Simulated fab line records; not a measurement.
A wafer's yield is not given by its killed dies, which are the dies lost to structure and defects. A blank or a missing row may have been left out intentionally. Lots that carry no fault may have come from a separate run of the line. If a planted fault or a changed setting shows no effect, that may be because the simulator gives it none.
fab line records	flow n5_finfet
record: lots: 24	wafers: 72	last_day: 18
route steps=1938 shown BEOL_M4@1096 BEOL_M5@1113
lots untouched by any fault: they come from a run of this same line in which no faults occurred
start_h: hours from the record's opening day to when the first of the lot's shown wafers began	wait_h: hours from the lot's prior step to this one	" the same as in the row above	L1.1+2: a single row standing in for several wafers	- either no value or no given start	* or withheld: withheld	< > ~ a bound
route shown NAME@n: a module of which the file shows steps, and the number in the route of the first	usual: mean/standard deviation taken from wafers without a fault	same: alike in all rows	chamber/n: place in a boat	sites: each site's reading	_std_site: how widely they spread, as a standard deviation	_edge_site: inner sites' mean taken away from outer sites' mean	radius_mm: how far each site lies from the wafer's centre	mask NAME#n: copy n	behind: tool/chamber where the wafer was last shaped	hold: what put the lot on hold/how long, in hours/how the hold closed	device: whichever transistor did not switch (one of n, p or np)	end of line: tests run on the same wafers once the route is complete	step lacking rows: just its recipe	killed: the dies lost at the first sort to structure and to defects; this is not the yield of the wafer	map: dies across one wafer; x = killed, . = not, _ = none there
set.NAME: the run value of the setting; set.NAME@STEP: its run value at that earlier step	model.NAME: the simulator's own value behind a step, which no gauge read
a sample of lots followed through the steps of the route, with each step as a table and each wafer as a row
services: from which hour (start_h, from the record's first day; less than 0 if before it) a tool's chamber was out of use, for how many hours, and why
== steps ==
step: N5_BEOL_M4_SPUTTER_92
recipe: material: Cu	target_thk_a: 45	temp_c: -20	chamber_pressure_pa: 0.07	power_w: withheld	time_s: 8.29
usual: chuck_gas_flow_sccm: 1.27/0.054	throttle_valve_pct: 30.1/1.3
lot.wafer	tool	chamber	start_h	wait_h	chuck_gas_flow_sccm	throttle_valve_pct
L074.2	pvd_sputter-01	-	157.08	0.1	1.24	28.9
L074.3	"	-	"	"	1.29	29.9
L074.4	"	-	"	"	1.19	31.4
L075.2	pvd_sputter-01	-	165.52	0.1	1.29	29.4
L075.4	"	-	"	"	1.28	31.5
L075.5	"	-	"	"	1.17	29.1
L076.1	pvd_sputter-03	-	171.64	0.1	1.25	28.4
L076.3	"	-	"	"	1.28	30.2
L076.4	"	-	"	"	1.22	30.4
L077.1	pvd_sputter-01	-	173.63	0.1	1.29	29.9
L077.4	"	-	"	"	1.27	29.3
L077.6	"	-	"	"	1.27	31.4
L078.1	pvd_sputter-01	-	176.63	0.1	1.28	31.2
L078.3	"	-	"	"	1.35	30.0
L078.6	"	-	"	"	1.23	31.4
L079.1	pvd_sputter-02	-	187.10	0.1	1.25	28.2
L079.3	"	-	"	"	1.19	29.9
L079.5	"	-	"	"	1.38	30.1
L080.1	pvd_sputter-03	-	194.78	0.1	1.23	29.5
L080.2	"	-	"	"	1.25	30.2
L080.4	"	-	"	"	1.34	32.4
L081.1	pvd_sputter-01	-	209.88	0.1	1.27	31.5
L081.2	"	-	"	"	1.20	31.1
L081.3	"	-	"	"	1.26	30.3
L082.1	pvd_sputter-02	-	217.28	0.1	1.33	31.1
L082.2	"	-	"	"	1.24	30.0
L082.6	"	-	"	"	1.28	28.1
L083.1	pvd_sputter-03	-	231.83	0.1	1.17	28.2
L083.2	"	-	"	"	1.27	32.1
L083.4	"	-	"	"	1.18	30.2
L084.1	pvd_sputter-03	-	236.07	0.1	1.26	28.2
L084.3	"	-	"	"	1.24	29.7
L084.6	"	-	"	"	1.27	28.0
L085.2	pvd_sputter-03	-	238.59	0.1	1.30	28.3
L085.3	"	-	"	"	1.35	30.4
L085.6	"	-	"	"	1.33	32.6
L086.2	pvd_sputter-02	-	242.57	0.1	1.33	31.4
L086.3	"	-	"	"	1.22	29.7
L086.4	"	-	"	"	1.30	27.9
L088.1	pvd_sputter-01	-	243.24	0.1	1.29	31.2
L088.2	"	-	"	"	1.25	30.0
L088.5	"	-	"	"	1.39	30.1
L087.2	pvd_sputter-02	-	246.17	0.1	1.23	27.9
L087.4	"	-	"	"	1.30	31.4
L087.6	"	-	"	"	1.26	31.1
L089.1	pvd_sputter-03	-	249.36	0.1	1.27	28.1
L089.5	"	-	"	"	1.19	29.9
L089.6	"	-	"	"	1.32	32.4
L090.1	pvd_sputter-03	-	251.58	0.1	1.30	28.3
L090.3	"	-	"	"	1.23	30.1
L090.5	"	-	"	"	1.19	28.2
L091.2	pvd_sputter-02	-	275.14	0.1	1.32	31.5
L091.3	"	-	"	"	1.23	29.7
L091.4	"	-	"	"	1.29	27.7
L092.1	pvd_sputter-03	-	279.57	0.1	1.30	30.4
L092.2	"	-	"	"	1.20	28.3
L092.5	"	-	"	"	1.20	29.7
L094.2	pvd_sputter-03	-	282.41	0.1	1.31	28.3
L094.5	"	-	"	"	1.21	30.1
L094.6	"	-	"	"	1.26	28.3
L093.2	pvd_sputter-02	-	284.81	0.1	1.27	29.7
L093.4	"	-	"	"	1.26	31.0
L093.6	"	-	"	"	1.26	31.1
L095.1	pvd_sputter-03	-	300.39	0.1	1.34	30.4
L095.3	"	-	"	"	1.20	29.8
L095.4	"	-	"	"	1.24	28.5
L096.1	pvd_sputter-02	-	301.81	0.1	1.29	31.5
L096.2	"	-	"	"	1.19	27.7
L096.3	"	-	"	"	1.25	31.0
L097.1	pvd_sputter-02	-	303.65	0.1	1.33	28.1
L097.4	"	-	"	"	1.12	31.5
L097.5	"	-	"	"	1.29	28.0
step: N5_BEOL_M4_CMP_52
recipe: stop_on: SiOC	t_overpolish_s: 6.8	down_force_psi: 1	platen_rpm: 50	clearing_platen_down_force_psi: 1.5	clearing_platen_rpm: 50	post_cmp_clean: cu_alkaline	target_thk_nm: 40	clearing_platen_pad_velocity_m_s: 0.99484	pad_velocity_m_s: 0.99484
usual: barrier_field_endpoint_s: 24.4/0.69	motor_current_A: 5.8/0.47	overpolish_run_s: 6.801/0.0083	pad_life_wafers: 1016/710	time_to_endpoint_s: 62/3.9
lot.wafer	tool	chamber	start_h	wait_h	barrier_field_endpoint_s	motor_current_A	overpolish_run_s	pad_life_wafers	time_to_endpoint_s
L074.2	cmp-04	0	158.02	0.2	25.0	5.9	6.802	1668	66
L074.3	"	1	"	"	25.1	6.8	6.804	1669	67
L074.4	"	2	"	"	24.4	5.9	6.804	1670	58
L075.2	cmp-02	3	166.53	0.3	23.4	6.5	6.811	1454	64
L075.4	"	0	"	"	23.4	5.3	6.800	1455	61
L075.5	"	2	"	"	23.5	5.7	6.813	-	63
L076.1	cmp-02	0	172.82	0.3	23.9	5.2	6.800	1506	59
L076.3	"	1	"	"	24.9	5.6	6.801	1507	65
L076.4	"	3	"	"	24.6	6.5	6.805	1509	66
L077.1	cmp-04	2	174.56	0.3	24.0	5.5	6.815	1788	57
L077.4	"	0	"	"	24.5	5.8	6.809	1790	62
L077.6	"	3	"	"	23.9	5.7	6.797	-	58
L078.1	cmp-01	3	177.60	0.3	23.7	6.7	6.803	439	60
L078.3	"	1	"	"	24.3	5.5	6.790	441	60
L078.6	"	2	"	"	25.3	5.6	6.796	-	67
L079.1	cmp-04	3	188.07	0.3	23.4	5.6	6.796	1879	59
L079.3	"	1	"	"	24.4	7.0	6.801	1881	65
L079.5	"	3	"	"	23.8	5.6	6.801	-	58
L080.4	cmp-04	3	195.71	0.1	22.9	5.5	6.798	1914	58
L080.2	"	0	"	"	23.7	6.0	6.788	1915	62
L080.1	"	2	"	"	23.0	5.6	6.799	1917	58
L081.3	cmp-01	3	210.82	0.2	24.1	6.1	6.786	684	57
L081.2	"	0	"	"	23.4	5.2	6.803	685	62
L081.1	"	1	"	"	24.1	5.7	6.804	686	60
L082.2	cmp-04	0	218.21	0.2	24.3	5.6	6.790	48	56
L082.1	"	2	"	"	23.3	5.8	6.808	50	54
L082.6	"	1	"	"	24.6	6.4	6.800	-	62
L083.2	cmp-04	1	232.85	0.2	24.6	6.8	6.798	156	65
L083.4	"	2	"	"	24.4	5.6	6.790	157	54
L083.1	"	3	"	"	24.4	5.7	6.805	158	57
L084.3	cmp-02	3	237.04	0.2	24.5	6.2	6.809	2035	69
L084.1	"	1	"	"	24.9	5.5	6.807	2037	68
L084.6	"	2	"	"	24.3	5.8	6.803	-	67
L085.3	cmp-02	2	239.56	0.2	25.5	6.1	6.794	2071	67
L085.2	"	0	"	"	24.5	5.1	6.822	2073	62
L085.6	"	1	"	"	25.7	5.3	6.795	-	70
L086.4	cmp-04	1	243.51	0.1	24.6	6.8	6.794	264	63
L086.2	"	3	"	"	24.1	5.6	6.789	266	61
L086.3	"	0	"	"	24.2	5.9	6.796	267	63
L088.2	cmp-02	1	244.21	0.2	24.9	5.5	6.798	2107	64
L088.1	"	2	"	"	24.9	6.0	6.805	2108	64
L088.5	"	1	"	"	25.2	5.5	6.807	-	63
L087.2	cmp-01	3	247.21	0.2	24.9	6.4	6.796	984	63
L087.4	"	1	"	"	25.2	5.3	6.794	986	60
L087.6	"	0	"	"	24.5	5.6	6.802	-	60
L089.1	cmp-01	2	250.34	0.3	25.2	5.5	6.803	1015	67
L089.5	"	1	"	"	24.7	5.8	6.797	-	59
L089.6	"	2	"	"	25.6	5.9	6.802	-	67
L090.1	cmp-01	1	252.63	0.4	24.7	5.5	6.800	1027	64
L090.3	"	2	"	"	25.6	5.6	6.802	1028	68
L090.5	"	1	"	"	24.5	6.0	6.793	-	60
L091.2	cmp-02	0	276.11	0.2	22.9	5.2	6.801	168	55
L091.4	"	1	"	"	24.9	5.4	6.791	169	64
L091.3	"	3	"	"	23.9	6.4	6.796	171	60
L092.1	cmp-04	1	280.50	0.3	25.2	7.0	6.811	492	65
L092.2	"	0	"	"	24.0	5.8	6.784	495	61
L092.5	"	1	"	"	24.7	6.8	6.800	-	64
L094.2	cmp-02	1	283.42	0.3	24.7	5.5	6.805	230	62
L094.5	"	3	"	"	24.5	6.6	6.805	-	59
L094.6	"	0	"	"	23.6	5.3	6.791	-	55
L093.2	cmp-01	1	287.23	0.2	24.3	5.9	6.793	1327	63
L093.4	"	2	"	"	26.6	6.0	6.795	1328	71
L093.6	"	1	"	"	24.5	5.4	6.803	-	62
L095.3	cmp-02	3	301.59	0.3	24.7	6.6	6.782	354	62
L095.4	"	0	"	"	24.1	5.3	6.797	355	57
L095.1	"	2	"	"	25.2	6.0	6.810	357	64
L096.2	cmp-02	3	303.01	0.4	23.5	6.4	6.813	360	57
L096.3	"	0	"	"	23.1	5.5	6.798	361	52
L096.1	"	2	"	"	24.1	5.9	6.806	363	60
L097.4	cmp-02	2	305.21	0.2	24.5	6.0	6.794	379	65
L097.1	"	3	"	"	25.1	6.5	6.801	380	65
L097.5	"	2	"	"	24.8	5.9	6.803	-	66
step: N5_BEOL_M4_RS_MEAS_58
recipe: thk_meas_gauge: four-point-probe	reads: Co_of_BEOL_M4_CO_CAP_55+Cu_of_BEOL_M4_ECD_50+Co_of_BEOL_M4_CVD_47+TaN_of_BEOL_M4_ALD_84
usual: M4_RS: 0.68/0.033
lot.wafer	tool	chamber	start_h	wait_h	M4_RS[ohm/sq]
L074.2	film_metro-02	-	158.60	0.1	0.67
L074.3	"	-	"	"	0.64
L074.4	"	-	"	"	0.70
L075.2	film_metro-01	-	167.01	0.1	0.63
L075.4	"	-	"	"	0.68
L075.5	"	-	"	"	0.64
L076.1	film_metro-01	-	173.43	0.0	0.69
L076.3	"	-	"	"	0.64
L076.4	"	-	"	"	0.64
L077.1	film_metro-02	-	175.17	0.0	0.72
L077.4	"	-	"	"	0.70
L077.6	"	-	"	"	0.73
L078.1	film_metro-01	-	178.12	0.0	0.67
L078.3	"	-	"	"	0.66
L078.6	"	-	"	"	0.65
L079.1	film_metro-01	-	188.59	0.0	0.69
L079.3	"	-	"	"	0.70
L079.5	"	-	"	"	0.69
L080.1	film_metro-02	-	196.27	0.0	0.72
L080.2	"	-	"	"	0.63
L080.4	"	-	"	"	0.63
L081.1	film_metro-02	-	211.41	0.1	0.69
L081.2	"	-	"	"	0.70
L081.3	"	-	"	"	0.69
L082.1	film_metro-01	-	218.80	0.1	0.73
L082.2	"	-	"	"	0.71
L082.6	"	-	"	"	0.68
L083.1	film_metro-01	-	233.42	0.0	0.71
L083.2	"	-	"	"	0.70
L083.4	"	-	"	"	0.74
L084.1	film_metro-02	-	237.56	0.0	0.63
L084.3	"	-	"	"	0.62
L084.6	"	-	"	"	0.67
L085.2	film_metro-01	-	240.08	0.1	0.70
L085.3	"	-	"	"	0.65
L085.6	"	-	"	"	0.66
L086.2	film_metro-02	-	244.06	0.1	0.69
L086.3	"	-	"	"	0.73
L086.4	"	-	"	"	0.69
L088.1	film_metro-01	-	244.85	0.0	0.70
L088.2	"	-	"	"	0.66
L088.5	"	-	"	"	0.62
L087.2	film_metro-01	-	247.76	0.1	0.70
L087.4	"	-	"	"	0.67
L087.6	"	-	"	"	0.67
L089.1	film_metro-02	-	250.86	0.0	0.64
L089.5	"	-	"	"	0.66
L089.6	"	-	"	"	0.65
L090.1	film_metro-02	-	253.60	0.0	0.67
L090.3	"	-	"	"	0.66
L090.5	"	-	"	"	0.66
L091.2	film_metro-01	-	276.89	0.1	0.67
L091.3	"	-	"	"	0.70
L091.4	"	-	"	"	0.63
L092.1	film_metro-01	-	281.06	0.0	0.68
L092.2	"	-	"	"	0.71
L092.5	"	-	"	"	0.67
L094.2	film_metro-02	-	283.93	0.1	0.64
L094.5	"	-	"	"	0.66
L094.6	"	-	"	"	0.67
L093.2	film_metro-01	-	287.75	0.1	0.70
L093.4	"	-	"	"	0.60
L093.6	"	-	"	"	0.63
L095.1	film_metro-01	-	302.14	0.0	0.67
L095.3	"	-	"	"	0.68
L095.4	"	-	"	"	0.68
L096.1	film_metro-02	-	303.57	0.0	0.66
L096.2	"	-	"	"	0.65
L096.3	"	-	"	"	0.68
L097.1	film_metro-01	-	305.73	0.0	0.68
L097.4	"	-	"	"	0.65
L097.5	"	-	"	"	0.67
step: N5_BEOL_M5_CURE_79
recipe: temp_c: 385	time_s: 240	ambient: He/Ar	material: SiCOH_lowk
usual: lamp_power_pct: 52.31/0.045	wafer_temp_C_max: 387.1/0.55
lot.wafer	tool	chamber	start_h	wait_h	lamp_power_pct	wafer_temp_C_max
L074.2	uv_cure-02	1	159.76	0.1	52.32	387.1
L074.3	"	1	"	"	52.37	386.8
L074.4	"	1	"	"	52.29	387.5
L075.2	uv_cure-02	1	168.17	0.1	52.28	386.8
L075.4	"	1	"	"	52.31	387.6
L075.5	"	1	"	"	52.29	386.5
L076.1	uv_cure-01	2	174.50	0.0	52.22	386.8
L076.3	"	2	"	"	52.29	386.4
L076.4	"	2	"	"	52.40	386.8
L077.1	uv_cure-03	1	176.25	0.0	52.35	387.8
L077.4	"	1	"	"	52.30	387.4
L077.6	"	1	"	"	52.31	387.3
L078.1	uv_cure-03	2	179.19	0.0	52.36	387.0
L078.3	"	2	"	"	52.33	388.1
L078.6	"	2	"	"	52.25	386.8
L079.1	uv_cure-02	2	189.66	0.0	52.28	386.6
L079.3	"	2	"	"	52.33	386.9
L079.5	"	2	"	"	52.32	386.8
L080.1	uv_cure-03	1	197.34	0.0	52.25	387.0
L080.2	"	1	"	"	52.35	387.0
L080.4	"	1	"	"	52.37	387.5
L081.1	uv_cure-03	0	212.50	0.0	52.28	387.0
L081.2	"	0	"	"	52.31	387.5
L081.3	"	0	"	"	52.29	388.1
L082.1	uv_cure-02	1	219.87	0.0	52.21	387.1
L082.2	"	1	"	"	52.27	387.2
L082.6	"	1	"	"	52.25	387.3
L083.1	uv_cure-03	0	234.50	0.0	52.28	387.3
L083.2	"	0	"	"	52.32	387.7
L083.4	"	0	"	"	52.33	388.4
L084.1	uv_cure-02	0	238.63	0.0	52.29	387.0
L084.3	"	0	"	"	52.34	386.3
L084.6	"	0	"	"	52.31	386.4
L085.2	uv_cure-02	1	241.24	0.1	52.32	386.5
L085.3	"	1	"	"	52.31	387.3
L085.6	"	1	"	"	52.31	386.9
L086.2	uv_cure-01	2	245.22	0.1	52.22	386.6
L086.3	"	2	"	"	52.36	387.4
L086.4	"	2	"	"	52.38	386.8
L088.1	uv_cure-02	2	245.93	0.0	52.30	386.8
L088.2	"	2	"	"	52.23	386.2
L088.5	"	2	"	"	52.28	386.9
L087.2	uv_cure-01	2	248.92	0.1	52.25	386.6
L087.4	"	2	"	"	52.30	386.4
L087.6	"	2	"	"	52.25	386.5
L089.1	uv_cure-03	1	251.93	0.0	52.35	387.2
L089.5	"	1	"	"	52.33	386.9
L089.6	"	1	"	"	52.37	387.8
L090.1	uv_cure-01	2	254.68	0.0	52.37	387.5
L090.3	"	2	"	"	52.36	387.1
L090.5	"	2	"	"	52.31	386.8
L091.2	uv_cure-03	1	278.05	0.1	52.28	387.5
L091.3	"	1	"	"	52.26	386.7
L091.4	"	1	"	"	52.24	387.8
L092.1	uv_cure-03	2	282.13	0.0	52.34	387.0
L092.2	"	2	"	"	52.39	387.6
L092.5	"	2	"	"	52.40	387.1
L094.2	uv_cure-03	2	285.08	0.1	52.30	387.7
L094.5	"	2	"	"	52.30	386.9
L094.6	"	2	"	"	52.33	386.3
L093.2	uv_cure-03	0	288.90	0.1	52.27	387.9
L093.4	"	0	"	"	52.26	387.5
L093.6	"	0	"	"	52.24	388.2
L095.1	uv_cure-03	2	303.23	0.0	52.38	387.2
L095.3	"	2	"	"	52.27	387.6
L095.4	"	2	"	"	52.33	388.4
L096.1	uv_cure-02	2	304.65	0.0	52.27	386.7
L096.2	"	2	"	"	52.30	386.5
L096.3	"	2	"	"	52.30	386.4
L097.1	uv_cure-01	1	306.80	0.0	52.32	387.2
L097.4	"	1	"	"	52.32	387.0
L097.5	"	1	"	"	52.28	386.8
step: N5_BEOL_M5_HM_OPEN_17
recipe: chemistry: Cl2/BCl3	target_depth_a: 200	overetch_a: 60	target: TiN	mask_material: SOC	ion_energy_ev: 150	pressure_mtorr: 10	icp_w: 1000	bias_w: 126	Cl2_flow_sccm: 53.25	bcl3_flow_sccm: 21.75	Ar_flow_sccm: 25
usual: bias_w: 126.0/0.39	drypump_motor_current_A: 5.6/0.46	oes_product_au: 0.73/0.051	rf_fwd_power_W: 994/3.8	throttle_valve_pct: 22.13/0.17
lot.wafer	tool	chamber	start_h	wait_h	bias_w	drypump_motor_current_A	oes_product_au	rf_fwd_power_W	rf_hours_counter_h	throttle_valve_pct
L074.2	rie_metal-03	1	162.73	0.0	126.1	4.9	0.80	994	2	22.07
L074.3	"	0	"	"	126.1	5.5	0.77	998	-	21.85
L074.4	"	1	"	"	126.1	5.0	0.79	990	-	22.08
L075.2	rie_metal-03	0	170.18	0.0	126.0	5.4	0.78	996	7	21.84
L075.4	"	1	"	"	126.6	4.9	0.79	997	-	22.08
L075.5	"	0	"	"	126.7	5.4	0.79	996	-	21.82
L076.1	rie_metal-01	0	176.17	0.0	125.9	5.3	0.80	989	3	22.13
L076.3	"	0	"	"	125.8	5.3	0.80	990	-	22.13
L076.4	"	1	"	"	126.4	6.1	0.65	996	-	22.17
L077.1	rie_metal-02	0	178.43	0.0	126.0	6.1	0.76	994	11	22.27
L077.4	"	1	"	"	126.7	6.2	0.76	1000	-	22.48
L077.6	"	1	"	"	126.5	6.2	0.76	1000	-	22.46
L078.1	rie_metal-03	1	182.57	0.0	125.4	4.9	0.79	994	3	22.08
L078.3	"	1	"	"	125.4	4.9	0.79	995	-	22.09
L078.6	"	1	"	"	125.1	4.9	0.79	996	-	22.08
L079.1	rie_metal-03	0	192.60	0.0	126.1	5.4	0.77	992	9	21.85
L079.3	"	0	"	"	126.0	5.4	0.76	996	-	21.83
L079.5	"	1	"	"	126.3	4.9	0.77	993	-	22.08
L080.1	rie_metal-01	1	199.60	0.0	125.5	6.0	0.64	998	41	22.13
L080.2	"	0	"	"	125.8	5.3	0.80	991	4	22.11
L080.4	"	0	"	"	126.4	5.3	0.80	994	-	22.12
L081.1	rie_metal-01	0	214.50	0.0	125.5	5.3	0.78	991	5	22.14
L081.2	"	1	"	"	126.9	6.1	0.64	1000	42	22.15
L081.3	"	1	"	"	126.1	6.1	0.64	1003	-	22.16
L082.1	rie_metal-01	1	222.60	0.0	125.8	6.1	0.65	992	42	22.16
L082.2	"	0	"	"	126.7	5.3	0.79	985	6	22.11
L082.6	"	1	"	"	125.9	6.0	0.65	993	-	22.15
L083.1	rie_metal-03	1	236.62	0.0	125.8	4.9	0.75	991	9	22.11
L083.2	"	0	"	"	126.6	5.5	0.73	992	14	21.86
L083.4	"	0	"	"	126.5	5.5	0.74	988	-	21.85
L084.1	rie_metal-01	0	240.41	0.0	125.9	5.3	0.78	995	7	22.14
L084.3	"	1	"	"	126.0	6.1	0.64	996	-	22.17
L084.6	"	0	"	"	126.4	5.3	0.78	987	-	22.14
L085.2	rie_metal-02	0	244.56	0.1	126.4	6.1	0.73	989	-	22.30
L085.3	"	0	"	"	126.2	6.1	0.74	992	-	22.29
L085.6	"	0	"	"	126.1	6.1	0.74	989	-	22.29
L086.2	rie_metal-03	1	248.05	0.0	126.2	4.9	0.73	1003	10	22.12
L086.3	"	1	"	"	125.8	4.9	0.74	1003	-	22.11
L086.4	"	0	"	"	125.9	5.4	0.73	993	-	21.85
L088.1	rie_metal-03	0	248.27	0.0	126.0	5.4	0.74	992	15	21.86
L088.2	"	1	"	"	125.9	4.9	0.75	993	10	22.09
L088.5	"	0	"	"	126.1	5.4	0.75	992	-	21.86
L087.2	rie_metal-01	0	252.72	0.0	126.4	5.3	0.78	993	8	22.11
L087.4	"	1	"	"	126.1	6.1	0.65	994	-	22.16
L087.6	"	1	"	"	126.2	6.1	0.64	996	-	22.14
L089.1	rie_metal-02	0	253.87	0.0	125.4	6.1	0.72	988	19	22.27
L089.5	"	0	"	"	124.8	6.1	0.72	987	-	22.29
L089.6	"	0	"	"	125.1	6.0	0.72	986	-	22.28
L090.1	rie_metal-03	0	258.58	0.0	125.3	5.4	0.74	990	15	21.86
L090.3	"	1	"	"	126.3	4.9	0.76	995	-	22.09
L090.5	"	1	"	"	126.0	4.9	0.75	999	-	22.09
L091.2	rie_metal-02	0	279.69	0.0	126.1	6.0	0.73	992	21	22.30
L091.3	"	1	"	"	125.8	6.2	0.73	994	-	22.50
L091.4	"	0	"	"	125.8	6.1	0.71	994	-	22.28
L092.1	rie_metal-03	0	284.39	0.0	125.7	5.4	0.72	991	18	21.87
L092.2	"	1	"	"	126.3	4.9	0.73	988	13	22.12
L092.5	"	1	"	"	126.0	4.9	0.73	995	-	22.13
L094.2	rie_metal-02	0	288.60	0.0	125.9	6.0	0.70	993	23	22.32
L094.5	"	0	"	"	125.7	6.0	0.71	992	-	22.32
L094.6	"	1	"	"	125.5	6.2	0.71	992	-	22.49
L093.2	rie_metal-01	0	290.76	0.0	125.5	5.3	0.76	991	11	22.14
L093.4	"	1	"	"	125.6	6.0	0.64	999	-	22.18
L093.6	"	1	"	"	125.0	6.0	0.64	997	-	22.16
L095.1	rie_metal-02	1	306.12	0.0	126.4	6.2	0.71	993	17	22.50
L095.3	"	0	"	"	125.8	6.0	0.71	987	-	22.29
L095.4	"	1	"	"	126.4	6.2	0.71	998	-	22.48
L096.1	rie_metal-01	1	306.34	0.0	125.9	6.1	0.64	995	48	22.16
L096.2	"	0	"	"	126.1	5.3	0.76	995	11	22.14
L096.3	"	1	"	"	126.2	6.1	0.63	998	-	22.16
L097.1	rie_metal-01	0	309.15	0.0	126.4	5.3	0.73	988	12	22.17
L097.4	"	0	"	"	126.2	5.3	0.74	995	-	22.15
L097.5	"	1	"	"	125.8	6.1	0.62	994	-	22.18
step: N5_BEOL_M5_DEGAS_44
recipe: ambient: vacuum	temp_c: 250	time_s: 60
usual: heater_power_w: 342/35
lot.wafer	tool	chamber	start_h	wait_h	heater_power_w
L074.2	pvd_sputter-02	-	165.08	0.8	312
L074.3	"	-	"	"	353
L074.4	"	-	"	"	307
L075.2	pvd_sputter-01	-	171.93	0.3	335
L075.4	"	-	"	"	287
L075.5	"	-	"	"	343
L076.1	pvd_sputter-02	-	178.92	1.0	357
L076.3	"	-	"	"	317
L076.4	"	-	"	"	344
L078.1	pvd_sputter-03	-	184.94	0.4	408
L078.3	"	-	"	"	324
L078.6	"	-	"	"	387
L077.1	pvd_sputter-03	-	185.10	0.3	396
L077.4	"	-	"	"	353
L077.6	"	-	"	"	402
L079.1	pvd_sputter-03	-	196.68	0.4	342
L079.3	"	-	"	"	381
L079.5	"	-	"	"	376
L080.1	pvd_sputter-02	-	202.59	0.4	313
L080.2	"	-	"	"	305
L080.4	"	-	"	"	359
L081.1	pvd_sputter-01	-	216.91	1.0	291
L081.2	"	-	"	"	336
L081.3	"	-	"	"	289
L082.1	pvd_sputter-02	-	224.48	0.5	318
L082.2	"	-	"	"	312
L082.6	"	-	"	"	354
L083.1	pvd_sputter-02	-	238.95	0.4	358
L083.2	"	-	"	"	312
L083.4	"	-	"	"	314
L084.1	pvd_sputter-02	-	244.45	0.5	315
L084.3	"	-	"	"	370
L084.6	"	-	"	"	307
L085.2	pvd_sputter-01	-	251.55	3.4	361
L085.3	"	-	"	"	344
L085.6	"	-	"	"	285
L086.2	pvd_sputter-01	-	252.63	0.3	286
L086.3	"	-	"	"	301
L086.4	"	-	"	"	374
L088.1	pvd_sputter-01	-	252.87	0.4	286
L088.2	"	-	"	"	329
L088.5	"	-	"	"	365
L087.2	pvd_sputter-01	-	258.10	0.3	290
L087.4	"	-	"	"	338
L087.6	"	-	"	"	300
L089.1	pvd_sputter-03	-	258.32	0.4	353
L089.5	"	-	"	"	400
L089.6	"	-	"	"	348
L090.1	pvd_sputter-03	-	262.45	0.4	350
L090.3	"	-	"	"	402
L090.5	"	-	"	"	337
L091.2	pvd_sputter-03	-	283.75	0.4	411
L091.3	"	-	"	"	325
L091.4	"	-	"	"	345
L092.1	pvd_sputter-01	-	288.15	0.5	304
L092.2	"	-	"	"	366
L092.5	"	-	"	"	335
L094.2	pvd_sputter-01	-	292.02	1.9	372
L094.5	"	-	"	"	361
L094.6	"	-	"	"	303
L093.2	pvd_sputter-03	-	293.42	0.5	412
L093.4	"	-	"	"	328
L093.6	"	-	"	"	330
L095.1	pvd_sputter-03	-	308.50	0.5	322
L095.3	"	-	"	"	401
L095.4	"	-	"	"	387
L096.1	pvd_sputter-03	-	308.58	0.3	331
L096.2	"	-	"	"	349
L096.3	"	-	"	"	389
L097.1	pvd_sputter-01	-	312.43	0.5	332
L097.4	"	-	"	"	301
L097.5	"	-	"	"	300
== services ==
tool	chamber	start_h	hours	kind
uv_cure-03	-	133.21	1.9	repair
uv_cure-02	-	166.15	1.8	repair
uv_cure-01	-	166.69	7.5	pm
rie_metal-03	-	186.42	2.8	pm
rie_metal-01	-	189.92	0.2	repair
cmp-04	-	206.72	4.0	pm
cmp-04	-	210.72	-	consumable_replace:conditioner
cmp-04	-	210.72	-	consumable_replace:pad
cmp-04	-	211.32	2.4	repair
uv_cure-03	-	212.98	2.8	pm
cmp-04	-	220.99	1.0	repair
cmp-01	-	232.31	3.4	repair
uv_cure-02	-	237.61	1.0	pm
rie_metal-02	1	238.10	16.0	repair
cmp-02	-	250.35	4.0	pm
cmp-04	-	253.81	7.0	pm
cmp-02	-	254.35	-	consumable_replace:conditioner
cmp-02	-	254.35	-	consumable_replace:pad
uv_cure-02	-	258.42	3.4	pm
cmp-02	-	258.64	1.5	repair
uv_cure-02	-	274.44	6.0	pm
cmp-04	-	297.49	1.3	repair
== key ==
fault none
